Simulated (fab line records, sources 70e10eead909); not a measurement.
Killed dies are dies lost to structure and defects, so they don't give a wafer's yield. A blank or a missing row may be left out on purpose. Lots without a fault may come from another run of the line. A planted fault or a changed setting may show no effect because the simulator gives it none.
Chamber matching | flow nand_harc | NHARC_A_M1_CMP_23 on cmp-04: 4 sister chambers
The step polishes, t overpolish 20 s, target thk 154.34 nm. 16 wafers are shown with their chamber, then 8 later ones without.

WAFERS WITH THEIR CHAMBER
wafer  | chamber | motor_current_A (A) | time_to_endpoint_s (s)
L075.3 | 1       | 11.0                | 25.3
L075.4 | 2       | 10.8                | 30.8
L075.6 | 3       | 12.6                | 27.3
L077.1 | 0       | 11.1                | 27.1
L077.3 | 1       | 11.5                | 24.0
L077.4 | 2       | 11.3                | 31.3
L080.2 | 2       | 10.9                | 33.2
L080.3 | 1       | 11.2                | 25.3
L080.4 | 3       | 12.9                | 27.2
L081.1 | 3       | 12.9                | 30.4
L081.5 | 1       | 11.6                | 28.1
L081.6 | 0       | 11.2                | 30.1
L084.2 | 1       | 11.1                | 28.7
L084.3 | 2       | 11.0                | 33.1
L084.4 | 0       | 10.9                | 30.3
L090.1 | 1       | 10.7                | 27.6

SIGNATURES (means of the wafers above)
reading            | chamber 0 | chamber 1 | chamber 2 | chamber 3 | scatter within a chamber
motor_current_A    | 11.067    | 11.183    | 11.000    | 12.800    | 0.257
time_to_endpoint_s | 29.167    | 26.500    | 32.100    | 28.300    | 1.72
Rule: a wafer's distance from a chamber is the root of the sum, over the readings, of the square of ((its reading less the chamber's mean) divided by the reading's scatter). The wafer belongs to the nearest chamber; if the next one is less than 2 further off, it can't be placed. The scatter: the root of (the sum of the squares of (reading less its chamber's mean) over the shown wafers, divided by (wafers less chambers)).

WAFERS WITHOUT THEIR CHAMBER
wafer  | motor_current_A (A) | time_to_endpoint_s (s)
L090.3 | 11.1                | 30.5
L090.5 | 10.9                | 30.7
L092.1 | 11.0                | 31.8
L092.3 | 13.5                | 31.9
L092.4 | 11.0                | 28.6
L095.3 | 12.0                | 27.7
L095.5 | 11.2                | 23.0
L095.6 | 10.9                | 26.9

WHICH CHAMBER EACH WENT THROUGH
wafer  | from the rows above               | in truth
L090.3 | can't be placed: 0 or 2 or 1      | 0
L090.5 | can't be placed: 2 or 0 or 1      | 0
L092.1 | can't be placed: 2 or 0           | 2
L092.3 | 3                                 | 3
L092.4 | can't be placed: 0 or 1 or 2      | 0
L095.3 | can't be placed: 3 or 1 or 0 or 2 | 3
L095.5 | can't be placed: 1 or 0           | 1
L095.6 | can't be placed: 1 or 0 or 2      | 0
Placed correctly: 1 of 8. Can't be placed from these rows: 7 (the true chamber is among the candidates in 7). Placed wrongly: 0.
